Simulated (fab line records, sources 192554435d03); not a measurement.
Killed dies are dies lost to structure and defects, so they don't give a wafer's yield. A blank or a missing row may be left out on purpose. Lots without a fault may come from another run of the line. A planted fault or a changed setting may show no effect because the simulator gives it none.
Which tool did it? | flow n5_finfet | 10 lots, 28 wafers sampled, at 4 steps of a route of 1938

WHAT THE GAUGES READ, wafer by wafer
N5_HKMG_FIN_INSPECT_28: inspects for defects (darkfield).
lot  | measured    | on                | raw_defect_count
L403 | day 4 06:04 | defect_inspect-01 | 61 41 46
L405 | day 4 18:00 | defect_inspect-01 | 26 61 96
L407 | day 5 07:29 | defect_inspect-01 | 31 29 39
L408 | day 5 13:35 | defect_inspect-02 | 39 39 47
L409 | day 5 20:09 | defect_inspect-02 | 46 48 39
L410 | day 6 03:10 | defect_inspect-01 | 44 107 63
L413 | day 6 19:59 | defect_inspect-01 | 33 21 31
L415 | day 7 08:38 | defect_inspect-02 | 57 32 35
L421 | day 8 18:44 | defect_inspect-01 | 49 21
L422 | day 9 02:46 | defect_inspect-01 | 49 38

WHICH TOOL RAN EACH LOT (tool, then ch and the chambers of the sampled wafers, then the start)
lot  | N5_HKMG_FIN_STRIP_88                | N5_HKMG_FIN_ETCH_67               | N5_HKMG_FIN_ALD_21
L403 | plasma_asher-02 ch 0,1, day 4 03:15 | rie_diel-06 ch 1,2,3, day 4 04:04 | ald_metal-03 ch 0,1, day 4 04:49
L405 | plasma_asher-02 ch 0,1, day 4 15:11 | rie_diel-06 ch 0,2, day 4 16:01   | ald_metal-01 ch 1,2,3, day 4 16:46
L407 | plasma_asher-01 ch 0,1, day 5 04:47 | rie_diel-04 ch 2,3, day 5 05:29   | ald_metal-03 ch 0,3, day 5 06:14
L408 | plasma_asher-01 ch 0,1, day 5 10:46 | rie_diel-06 ch 1,2, day 5 11:36   | ald_metal-01 ch 0,2,3, day 5 12:20
L409 | plasma_asher-01 ch 0,1, day 5 17:20 | rie_diel-06 ch 1,2,3, day 5 18:10 | ald_metal-01 ch 0,1,3, day 5 18:55
L410 | plasma_asher-02 ch 0,1, day 6 00:15 | rie_diel-03 ch 1,3, day 6 01:06   | ald_metal-04 ch 0,1, day 6 01:55
L413 | plasma_asher-02 ch 0,1, day 6 16:44 | rie_diel-06 ch 2,3, day 6 17:47   | ald_metal-03 ch 0,1,3, day 6 18:44
L415 | plasma_asher-02 ch 0,1, day 7 05:47 | rie_diel-06 ch 1,3, day 7 06:38   | ald_metal-03 ch 1,2, day 7 07:23
L421 | plasma_asher-02 ch 0,1, day 8 15:47 | rie_diel-06 ch 0,3, day 8 16:37   | ald_metal-01 ch 0,3, day 8 17:29
L422 | plasma_asher-01 ch 0,1, day 9 00:11 | rie_diel-06 ch 0,1, day 9 00:47   | ald_metal-01 ch 1,2, day 9 01:41
- N5_HKMG_FIN_STRIP_88: strips in N2/H2, time 360 s.
- N5_HKMG_FIN_ETCH_67: etches SOC in N2/H2, stops on TiN, target depth 388.9 nm.
- N5_HKMG_FIN_ALD_21: deposits TiN, target thk 1.5 nm, pulse time 1 s, purge time 3 s.

THE ANSWER, worked out from the rows above alone
Rule: what is usual is taken from the lots themselves. Put in order of their means at a reading, lots are off if they are a third of the lots or fewer, leave a main group of 4 or more, and stand apart from it by a gap of 3 or more times the standard deviation of the main group's means; of several such gaps the widest counts. A main group whose means are all the same, to the digits that the tables above print for the reading, isn't used. A lot without any number at a reading at which 4 lots or more have one is off too. The other lots that the step has rows for count as sound.
No lot is off at any reading shown: from this, nothing can be told.

WHAT THE SIMULATOR HAD PUT IN
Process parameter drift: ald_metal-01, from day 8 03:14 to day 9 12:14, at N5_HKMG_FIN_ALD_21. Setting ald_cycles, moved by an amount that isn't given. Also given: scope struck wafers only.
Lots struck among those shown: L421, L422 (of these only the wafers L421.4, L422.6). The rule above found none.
